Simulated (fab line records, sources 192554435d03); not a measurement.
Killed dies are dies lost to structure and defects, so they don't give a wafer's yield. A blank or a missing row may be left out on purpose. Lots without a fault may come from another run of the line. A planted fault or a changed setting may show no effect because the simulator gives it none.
Chamber matching | flow n5_finfet | N5_BEOL_M4_STRIP_66 on rie_diel-01: 4 sister chambers
The step strips in CF4. 4 wafers are shown with their chamber, then 12 later ones without.

WAFERS WITH THEIR CHAMBER
wafer  | chamber | throttle_valve_pct (%)
L086.1 | 0       | 13.58
L089.1 | 3       | 13.88
L089.2 | 2       | 13.74
L089.3 | 1       | 13.52

WAFERS WITHOUT THEIR CHAMBER
wafer  | throttle_valve_pct (%)
L089.4 | 13.57
L089.5 | 13.73
L089.6 | 13.52
L093.2 | 13.59
L093.3 | 13.92
L093.4 | 13.76
L096.1 | 13.92
L096.2 | 13.78
L096.5 | 13.55
L097.3 | 13.59
L097.4 | 13.80
L097.5 | 13.93

WHICH CHAMBER EACH WENT THROUGH
wafer  | from the rows above     | in truth
L089.4 | can't be placed: 0 or 1 | 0
L089.5 | 2                       | 2
L089.6 | can't be placed: 1 or 0 | 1
L093.2 | can't be placed: 0 or 1 | 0
L093.3 | 3                       | 3
L093.4 | 2                       | 2
L096.1 | 3                       | 3
L096.2 | can't be placed: 2 or 3 | 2
L096.5 | can't be placed: 0 or 1 | 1
L097.3 | can't be placed: 0 or 1 | 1
L097.4 | can't be placed: 2 or 3 | 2
L097.5 | 3                       | 3
Placed correctly: 5 of 12. Can't be placed from these rows: 7 (the true chamber is among the candidates in 7). Placed wrongly: 0.
How it was worked out, from the rows above alone: a wafer's distance from a chamber is the root of the sum, over the readings, of the square of ((its reading less the chamber's mean) divided by the reading's scatter). The wafer belongs to the nearest chamber; if the next one is less than 2 further off, it can't be placed. A chamber's mean is the mean of its shown wafers. The scatter: with one shown wafer a chamber, the root of the mean of the squares of how far each hidden wafer lies from its nearest shown one.
